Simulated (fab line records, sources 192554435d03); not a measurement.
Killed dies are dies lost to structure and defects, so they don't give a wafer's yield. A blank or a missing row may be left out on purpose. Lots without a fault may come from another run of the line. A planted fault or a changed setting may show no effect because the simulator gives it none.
Which tool did it? | flow n5_finfet | 10 lots, 30 wafers sampled, at 2 steps of a route of 1938

WHAT THE GAUGES READ, wafer by wafer
N5_PASSIVATION_CD_MEAS_10: target cd 3000 nm.
lot  | measured     | on        | cd_nm (nm)
L253 | day 12 03:21 | cd_sem-03 | 2999.8 2999.8 3000.9
L254 | day 12 07:10 | cd_sem-01 | 2999.3 3001.9 2999.3
L255 | day 12 08:13 | cd_sem-02 | 3001.1 3001.7 3002.8
L256 | day 12 14:07 | cd_sem-03 | 3000.9 3001.2 3001.7
L257 | day 12 14:17 | cd_sem-01 | 2998.4 2995.8 2998.9
L265 | day 15 02:43 | cd_sem-01 | 2998.9 3000.2 2998.2
L266 | day 15 12:32 | cd_sem-01 | 3000.7 2998.8 2999.6
L273 | day 16 21:44 | cd_sem-03 | 3000.7 2998.4 2997.9
L272 | day 16 21:22 | cd_sem-03 | 2997.5 2997.5 2999.2
L275 | day 17 21:39 | cd_sem-02 | 2998.3 2997.1 3001.4

WHICH TOOL RAN EACH LOT (tool, then ch and the chambers of the sampled wafers, then the start)
lot  | N5_MIM_BOT_ETCH_STRIP_01
L253 | rie_diel-01 ch 2,3, day 12 01:54
L254 | rie_diel-03 ch 1,3, day 12 05:49
L255 | rie_diel-04 ch 0,2,3, day 12 07:07
L256 | rie_diel-04 ch 0,1,3, day 12 12:25
L257 | rie_diel-03 ch 1,2, day 12 12:26
L265 | rie_diel-03 ch 0,1,3, day 15 01:42
L266 | rie_diel-04 ch 0,2,3, day 15 09:41
L273 | rie_diel-04 ch 0,1,2, day 16 17:38
L272 | rie_diel-03 ch 2,3, day 16 19:30
L275 | rie_diel-01 ch 0,2,3, day 17 17:40
- N5_MIM_BOT_ETCH_STRIP_01: strips in O2.

THE ANSWER, worked out from the rows above alone
Rule: what is usual is taken from the lots themselves. Put in order of their means at a reading, lots are off if they are a third of the lots or fewer, leave a main group of 4 or more, and stand apart from it by a gap of 3 or more times the standard deviation of the main group's means; of several such gaps the widest counts. A main group whose means are all the same, to the digits that the tables above print for the reading, isn't used. A lot without any number at a reading at which 4 lots or more have one is off too. The other lots that the step has rows for count as sound.
No lot is off at any reading shown: from this, nothing can be told.

WHAT THE SIMULATOR HAD PUT IN
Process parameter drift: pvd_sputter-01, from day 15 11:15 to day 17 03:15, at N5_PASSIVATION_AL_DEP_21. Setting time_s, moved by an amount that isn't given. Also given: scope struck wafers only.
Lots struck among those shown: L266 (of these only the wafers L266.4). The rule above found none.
